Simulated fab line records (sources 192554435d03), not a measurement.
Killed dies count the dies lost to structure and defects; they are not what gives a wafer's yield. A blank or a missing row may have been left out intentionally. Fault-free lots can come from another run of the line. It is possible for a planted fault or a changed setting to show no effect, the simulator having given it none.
The same fault as seen by 3 desks + flow n5 finfet + each desk has only its own numbers; what lay behind them comes last

== THE DEFECT DESK ==
What the inspections along the route counted, lot by lot: means of the sampled wafers that have a number. If a lot's mean is further than 4 standard deviations from the usual mean, the lot is out of limits and carries the mark OUT (the distance appears in the brackets).
Columns: A = raw defect count at N5_BEOL_M6_INSPECT_13, usual 437
| lot  | first seen here | A   |
|------|-----------------|-----|
| L334 | day 14 09:36    | 421 |
| L340 | day 17 19:13    | 372 |
| L341 | day 18 05:19    | 646 |
| L347 | day 18 18:32    | 333 |
| L348 | day 18 22:24    | 469 |
| L353 | day 20 20:31    | 748 |
This desk found nothing out of limits on any of the 6 lots.

== AT THE TOOL OWNER'S DESK: rie diel-06 ==
The tool's own readings at N5_BEOL_M6_ETCH_62 (etches SOC in N2/H2, target depth 110 nm, overetch 22 nm, time 165 s): means of the sampled wafers that have a number, for each lot that ran on this tool. If a lot's mean is further than 4 standard deviations from the usual mean, the lot is out of limits and carries the mark OUT (the distance appears in the brackets).
Columns: A = drypump motor current A at N5_BEOL_M6_ETCH_62, usual 5.8 A; B = h2 flow sccm at N5_BEOL_M6_ETCH_62, usual 200.1 sccm; C = oes product au at N5_BEOL_M6_ETCH_62, usual 0.68 a.u.; D = rf vpp V at N5_BEOL_M6_ETCH_62, usual 524.8 V; E = showerhead plenum p Torr at N5_BEOL_M6_ETCH_62, usual 2.58 Torr; F = throttle valve pct at N5_BEOL_M6_ETCH_62, usual 17.77 %
| lot  | first seen here | A   | B     | C    | D     | E    | F     |
|------|-----------------|-----|-------|------|-------|------|-------|
| L340 | day 17 19:55    | 5.7 | 200.3 | 0.66 | 521.2 | 2.45 | 17.93 |
| L341 | day 18 05:26    | 5.4 | 199.1 | 0.68 | 521.6 | 2.46 | 17.85 |
This desk found nothing out of limits on any of the 2 lots.

== FROM THE METROLOGY DESK ==
Means of the sampled wafers that have a number, per lot and without regard to the tool the lot ran on: this is what the gauges read. If a lot's mean is further than 4 standard deviations from the usual mean, the lot is out of limits and carries the mark OUT (the distance appears in the brackets).
Columns: A = cd nm at N5_BEOL_M6_CD_MEAS_11, usual 38.6 nm; B = M6_OVL at N5_BEOL_M6_OVL_MEAS_12, usual -0.4 nm
| lot  | first seen here | A    | B    |
|------|-----------------|------|------|
| L334 | day 14 09:33    | 39.8 | -0.3 |
| L340 | day 17 19:09    | 39.0 | -0.1 |
| L341 | day 18 05:15    | 38.5 | -1.5 |
| L347 | day 18 18:29    | 39.4 | 0.1  |
| L348 | day 18 22:21    | 39.1 | -0.7 |
| L353 | day 20 20:28    | 37.7 | -0.4 |
This desk found nothing out of limits on any of the 6 lots.

== TAKEN TOGETHER ==
No out-of-limits result turned up at the defect desk.
Nothing out of limits was seen by the tool owner's desk.
The metrology desk saw nothing out of limits.

== WHAT HAD BEEN PUT IN BY THE SIMULATOR ==
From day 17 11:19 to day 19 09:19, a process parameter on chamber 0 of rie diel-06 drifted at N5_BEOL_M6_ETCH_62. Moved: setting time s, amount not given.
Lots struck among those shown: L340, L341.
